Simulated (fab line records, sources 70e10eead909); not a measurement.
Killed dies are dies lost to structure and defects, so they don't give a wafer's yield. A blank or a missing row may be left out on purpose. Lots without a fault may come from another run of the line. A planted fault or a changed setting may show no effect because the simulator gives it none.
Which tool did it? | flow nand_harc | 6 lots, 18 wafers sampled, at 4 steps of a route of 1159

WHAT THE GAUGES READ, wafer by wafer
NHARC_END_SORT_01.
lot  | measured     | on        | killed_at_periphery
L768 | day 20 04:19 | prober-02 | 3 7 6
L770 | day 20 00:45 | prober-01 | 5 6 6
L773 | day 21 09:24 | prober-02 | 2 1 1
L777 | day 21 19:40 | prober-01 | 8 8 6
L785 | day 23 23:44 | prober-01 | 635 636 625
L787 | day 24 06:23 | prober-02 | 623 625 636

WHICH TOOL RAN EACH LOT (tool, then ch and the chambers of the sampled wafers, then the start)
lot  | NHARC_P_BONDPAD_DESCUM_11          | NHARC_P_BONDPAD_ETCH_24            | NHARC_P_BONDPAD_CMP_19
L768 | rie_diel-01 ch 0,1,2, day 7 02:48  | rie_diel-01 ch 0,1,2, day 7 03:21  | cmp-03 ch 0,1,3, day 7 04:50
L770 | rie_diel-01 ch 0,2,3, day 7 04:15  | rie_diel-01 ch 2,3, day 7 04:47    | cmp-02 ch 1,3, day 7 06:18
L773 | rie_diel-01 ch 0,1,3, day 8 08:41  | rie_diel-01 ch 1,2, day 8 09:18    | cmp-02 ch 0,2,3, day 8 10:51
L777 | rie_diel-04 ch 0,1,2, day 9 03:45  | rie_diel-01 ch 0,1,2, day 9 04:33  | cmp-01 ch 1,2, day 9 06:04
L785 | rie_diel-01 ch 1,2,3, day 10 20:28 | rie_diel-01 ch 0,2, day 10 20:59   | cmp-02 ch 2,3, day 10 22:37
L787 | rie_diel-01 ch 0,1,3, day 11 09:44 | rie_diel-01 ch 0,2,3, day 11 10:16 | cmp-01 ch 0,1,2, day 11 11:49
- NHARC_P_BONDPAD_DESCUM_11: chemistry O2, time 3 s.
- NHARC_P_BONDPAD_ETCH_24: etches the open film in CF4/N2, target depth 30 nm, time 72.99 s.
- NHARC_P_BONDPAD_CMP_19: polishes, t overpolish 30 s, cu recess touch 16 s, target thk 160.81 nm.

THE ANSWER, worked out from the rows above alone
Rule: what is usual is taken from the lots themselves. Put in order of their means at a reading, lots are off if they are a third of the lots or fewer, leave a main group of 4 or more, and stand apart from it by a gap of 3 or more times the standard deviation of the main group's means; of several such gaps the widest counts. A main group whose means are all the same, to the digits that the tables above print for the reading, isn't used. A lot without any number at a reading at which 4 lots or more have one is off too. The other lots that the step has rows for count as sound.
Off: L785, L787, at NHARC_END_SORT_01 (killed_at_periphery). The main group: mean 4.9, standard deviation 2.2.
A tool fits if, at a process step before that reading, it ran every lot that is off, and no sound lot after the first of them. The gauges at NHARC_END_SORT_01 are tried like those tools. One fits: rie_diel-01 at NHARC_P_BONDPAD_DESCUM_11 and NHARC_P_BONDPAD_ETCH_24. At NHARC_P_BONDPAD_DESCUM_11 its last sound lot is L773 (day 8 08:41), its first lot that is off L785 (day 10 20:28): a fault that began between those two fits.

WHAT THE SIMULATOR HAD PUT IN
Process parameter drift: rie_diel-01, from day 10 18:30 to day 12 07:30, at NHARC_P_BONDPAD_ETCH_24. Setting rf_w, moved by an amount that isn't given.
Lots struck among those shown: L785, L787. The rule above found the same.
